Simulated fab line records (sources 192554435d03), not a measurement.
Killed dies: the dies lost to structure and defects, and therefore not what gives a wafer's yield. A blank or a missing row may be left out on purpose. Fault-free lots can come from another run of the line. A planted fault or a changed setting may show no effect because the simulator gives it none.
Struck lot and sound lot, side by side | flow n5Finfet | 37 out of 1938 route steps
Sound: these wafers, L256.2, L256.3, L256.6. Struck: wafer L259.5; the same lot's L259.3 was not struck, so it is left out; see the end for the cause.
For every step that has rows: the tool of each side, followed by ch and its chambers, followed by its first start. Under that, the readings that differ: sound wafers | struck wafers | difference of the means | sigmas: that difference in standard deviations of wafers without a fault.
alike: words and numbers the same on both sides, and readings whose means are apart by under 2 such deviations; not compared: readings that were withheld, readings missing a value for some wafer, numbers with overlapping values and no deviation given by the record, and bounds like >300 which may hide the same value.
Wherever a step has rows on one side only, a row that says differs or no value, or a row with sigmas, the two part there. Non-overlapping numbers with no deviation appear without sigmas and do not part them. A reading missing from all wafers of one side parts the sides only when that side holds two or more wafers.

first, 9 steps without rows for these wafers: N5_WELL_APT_DESCUM_30 (chemistry O2, time 7.9 s); N5_WELL_APT_IMPLANT_31; N5_WELL_APT_IMPLANT_32; N5_WELL_APT_STRIP_33 (strips in SPM, time 900 s); N5_WELL_APT_RTA_34 (time 10 s); N5_WELL_APT_OXIDE_STRIP_42 (strips SiO2 in dHF, time 45 s, target depth 12 nm); N5_WELL_APT_PRECLEAN_36 (cleans in O3/DIW, time 45 s); N5_WELL_APT_PRECLEAN_39 (cleans in dHF, time 60 s); N5_WELL_APT_SRD_37 (time 30 s).
N5_WELL_APT_EPI_41: deposits Si from SiH4/H2, target thk 50 nm, time 297.7 s.
  sound on epiRpcvd-04 ch 0, day 5 22:37; struck on epiRpcvd-03 ch 0, day 6 16:35
reading                                | sound             | struck | difference | sigmas
runLengthS (s)                         | 355.5 354.8 356.4 | 300.2  | -55.4      | -19
model.Si_of_WELL_APT_EPI_41.thkNm (nm) | 51.17 51.12 50.73 | 40.36  | -10.65     | 
  alike: throttleValvePct
then, 24 steps without rows for these wafers: N5_PMOS_HMC_CHANNEL_EPI_HM_DEP_34 (deposits SiO2 from TEOS/O2, target thk 36 nm, time 6.9 s); N5_PMOS_HMC_CHANNEL_EPI_COAT_31 (time 60 s, resist thk 66 nm); N5_PMOS_HMC_CHANNEL_EPI_COAT_03 (resist thk 205 nm); N5_PMOS_HMC_CHANNEL_EPI_EBR_05; N5_PMOS_HMC_CHANNEL_EPI_SOFTBAKE_04 (time 60 s); N5_PMOS_HMC_CHANNEL_EPI_EXPOSE_06 (exposes mask PMOS HMC BLK, target cd 240 nm); N5_PMOS_HMC_CHANNEL_EPI_PEB_07 (peb time 60 s); N5_PMOS_HMC_CHANNEL_EPI_DEVELOP_08 (develop time 30 s); N5_PMOS_HMC_CHANNEL_EPI_DESCUM_14 (chemistry O2, time 7.9 s); N5_PMOS_HMC_CHANNEL_EPI_ETCH_32 (etches BARC in N2/H2, stops on SiO2, target depth 85.8 nm, time 50.3 s); N5_PMOS_HMC_CHANNEL_EPI_HM_OPEN_15 (chemistry CHF3/O2, target SiO2, target depth 40.6 nm, time 20.3 s); N5_PMOS_HMC_CHANNEL_EPI_STRIP_33 (strips in N2/H2); N5_PMOS_HMC_CHANNEL_EPI_STRIP_17 (strips in SPM, time 750 s); N5_PMOS_HMC_CHANNEL_EPI_ETCH_38 (etches SiO2 in CF4, target depth 1.5 nm); N5_PMOS_HMC_CHANNEL_EPI_FIN_RECESS_16 (chemistry HBr/Cl2, target Si, target depth 54 nm, time 18 s); N5_PMOS_HMC_CHANNEL_EPI_PRECLEAN_36 (cleans in O3/DIW, time 45 s); N5_PMOS_HMC_CHANNEL_EPI_PRECLEAN_18 (cleans in DHF, time 30 s); N5_PMOS_HMC_CHANNEL_EPI_SRD_19 (time 30 s); N5_PMOS_HMC_CHANNEL_EPI_EPI_20 (deposits SiGe30, target thk 59 nm); N5_PMOS_HMC_CHANNEL_EPI_HM_STRIP_35 (strips SiO2 in dHF, material SiO2, target depth 39.6 nm, time 216 s); N5_PMOS_HMC_CHANNEL_EPI_SRD_39 (time 30 s); N5_PMOS_HMC_CHANNEL_EPI_CMP_21 (polishes SiGe30, target thk 54 nm); N5_PMOS_HMC_CHANNEL_EPI_PRECLEAN_40 (cleans in DHF, time 30 s); N5_PMOS_HMC_CHANNEL_EPI_PRECLEAN_37 (cleans in O3/DIW, time 45 s).
N5_SD_EPI_N_STRIP_18: strips in SPM, time 750 s.
  sound on wetBench-06 ch 0,2,3, day 7 11:58; struck on wetBench-01 ch 0, day 8 02:00
reading                                | sound        | struck | difference | sigmas
model.Si_of_WELL_APT_EPI_41.thkNm (nm) | 9.6 10.4 9.6 | 5      | -5         | 
-- a jump in the record: the struck wafers' starts before and after are 5 days apart (it breaks off in module SD_EPI_N and resumes in module BEOL_M4, where the first step shown is number 1111 of the route) --
N5_BEOL_M4_RC_MEAS_101:
  sound on prober-01 ch 0, day 12 05:41; struck on prober-01 ch 0, day 12 17:37
reading           | sound          | struck | difference | sigmas
CJ_N              | 4.27 4.17 4.23 | 4.99   | +0.77      | +10
CJ_P              | 5.75 5.66 5.71 | 4.21   | -1.50      | -9
ION_P (uA/um)     | 456 446 460    | 479    | +25        | +3
RS_NWELL (ohm/sq) | 1031 1032 1033 | 1058   | +26        | +4
RS_PWELL (ohm/sq) | 2987 2970 3006 | 3116   | +128       | +6
VT_P (mV)         | -254 -256 -253 | -245   | +9         | +2
  alike: DIBL_N, DIBL_P, IOFF_N, IOFF_P, ION_N, SS_N, SS_P, VT_N
N5_PASSIVATION_PROBE_49:
  the record holds rows for the sound wafers here (prober-02, day 17 05:32) but none for the struck ones

WHERE THEY PART
First at N5_WELL_APT_EPI_41; last, within this record, at N5_PASSIVATION_PROBE_49.

WHY: what had been put in by the simulator
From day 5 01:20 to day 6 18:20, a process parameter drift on epiRpcvd-03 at N5_WELL_APT_EPI_41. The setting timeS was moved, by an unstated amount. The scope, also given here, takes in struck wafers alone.
